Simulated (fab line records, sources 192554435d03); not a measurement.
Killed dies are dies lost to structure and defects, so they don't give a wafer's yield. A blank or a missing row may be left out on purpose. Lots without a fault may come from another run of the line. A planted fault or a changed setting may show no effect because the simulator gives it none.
Split-lot experiment | flow n5_finfet | 7 lots, 21 wafers read, on a route of 1938 steps

THE SPLIT
At N5_BEOL_M15_TRENCH_ETCH_34 (etches SiO2 in C4F8/O2/Ar, target depth 872.93 nm, time 199 s), the setting time_s was moved away from the recipe's 199 s on 4 of the 21 wafers read, by -18.3% to +20.4%. The other wafers ran this setting at the recipe's value.

FROM THE SPLIT TO THE READING: what the file shows between them, 4 steps
- N5_BEOL_M15_STRIP_36: strips in O2
- N5_BEOL_M15_ECD_47: material Cu, target thk 1860 nm
- N5_BEOL_M15_ANNEAL_48: time 90 s
- N5_BEOL_M15_CMP_49: polishes, stops on SiO2, t overpolish 4.9 s, target thk 850 nm

THE READING
M15_THK, in nm, at N5_BEOL_M15_THK_MEAS_50 (measures by xrf). Fault-free wafers of this fab line usually give 857 nm, standard deviation 19 nm.

wafer  | tool, chamber at the split | time_s as run, s | against the recipe | M15_THK, nm | against lot-mates on the recipe
L074.3 | rie_diel-04, 3             | 199              | recipe             | 872         | -
L074.4 | rie_diel-04, 0             | 199              | recipe             | 851         | -
L074.6 | rie_diel-04, 1             | 187.2            | -5.9%              | 807         | -54
L082.3 | rie_diel-01, 2             | 199              | recipe             | 878         | -
L082.4 | rie_diel-01, 1             | 199              | recipe             | 840         | -
L082.5 | rie_diel-01, 0             | 199              | recipe             | 853         | -
L084.2 | rie_diel-05, 2             | 199              | recipe             | 863         | -
L084.5 | rie_diel-05, 3             | 199              | recipe             | 837         | -
L084.6 | rie_diel-05, 0             | 199              | recipe             | 868         | -
L087.2 | rie_diel-05, 3             | 199              | recipe             | 819         | -
L087.3 | rie_diel-05, 2             | 199              | recipe             | 847         | -
L087.4 | rie_diel-05, 2             | 199              | recipe             | 845         | -
L089.3 | rie_diel-04, 3             | 199              | recipe             | 882         | -
L089.4 | rie_diel-04, 0             | 162.6            | -18.3%             | 694         | -188
L089.6 | rie_diel-04, 2             | 162.6            | -18.3%             | 714         | -168
L096.1 | rie_diel-05, 3             | 199              | recipe             | 816         | -
L096.2 | rie_diel-05, 0             | 199              | recipe             | 895         | -
L096.6 | rie_diel-05, 1             | 199              | recipe             | 840         | -
L097.4 | rie_diel-05, 2             | 199              | recipe             | 858         | -
L097.5 | rie_diel-05, 3             | 239.6            | +20.4%             | 990         | +112
L097.6 | rie_diel-05, 0             | 199              | recipe             | 898         | -

THE FIT
A straight line over all 21 wafers: M15_THK changes by +7.62 nm for each +1% of time_s; r = +0.93; the points scatter about the line by 23 nm.
The same after taking each lot's own level away (the mean of its wafers on the recipe; 21 wafers): +8.03 nm for each +1%; r = +0.93; scatter 23 nm.
On that fit, the largest move of time_s shifts the reading by 1.6e+02 nm.
The lots' own levels span 837.0 to 882.0 nm, that is 2.4 times the standard deviation above.
So the lot-to-lot level changes the slope little: the two slopes agree.
Check: with one of the wafers moved furthest among these (+20.4%) left out of the fit, the line predicts +198 nm for it against its lot-mates. It came out at +112 nm against them.

OTHER SPLITS ON THESE WAFERS
These wafers also went through other splits before the reading. Each is held against what the fit with the lots' levels taken away leaves over:
other split on the same wafers | wafers away from the commonest value | r with M15_THK (lot level and that fit taken away)
N5_BEOL_M11_COAT_22 spin_rpm   | 7                                    | -0.21
N5_BEOL_M13_EXPOSE_07 dose_mj  | 6                                    | +0.14
N5_BEOL_M13_DESCUM_15 time_s   | 8                                    | -0.04
N5_BEOL_M13_COAT_65 spin_rpm   | 7                                    | +0.19
N5_BEOL_M14_SPUTTER_43 time_s  | 7                                    | +0.12
N5_BEOL_M15_COAT_22 spin_rpm   | 5                                    | -0.05

THE WHOLE CHAIN: every reading that the file lists as answering this split, in the file's order
step                       | what it does                                                   | reading                                                                       | change (the file's fit)              | r (the file's)
N5_BEOL_M15_TRENCH_ETCH_34 | etches SiO2 in C4F8/O2/Ar, target depth 872.93 nm, time 199 s  | etch.depth_nm (the simulator's own value, which no gauge read)                | +7.35 nm for each +1% of the setting | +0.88
N5_BEOL_M15_CMP_49         | polishes, stops on SiO2, t overpolish 4.9 s, target thk 850 nm | Cu_of_BEOL_M15_ECD_47.thk_nm (the simulator's own value, which no gauge read) | +7.22 nm for each +1% of the setting | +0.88
N5_BEOL_M15_THK_MEAS_50    | measures by xrf                                                | M15_THK                                                                       | +7.46 for each +1% of the setting    | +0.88

THE FILE'S OWN FIT
M15_THK changes by +7.46 nm for each +1% of time_s, r = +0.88.
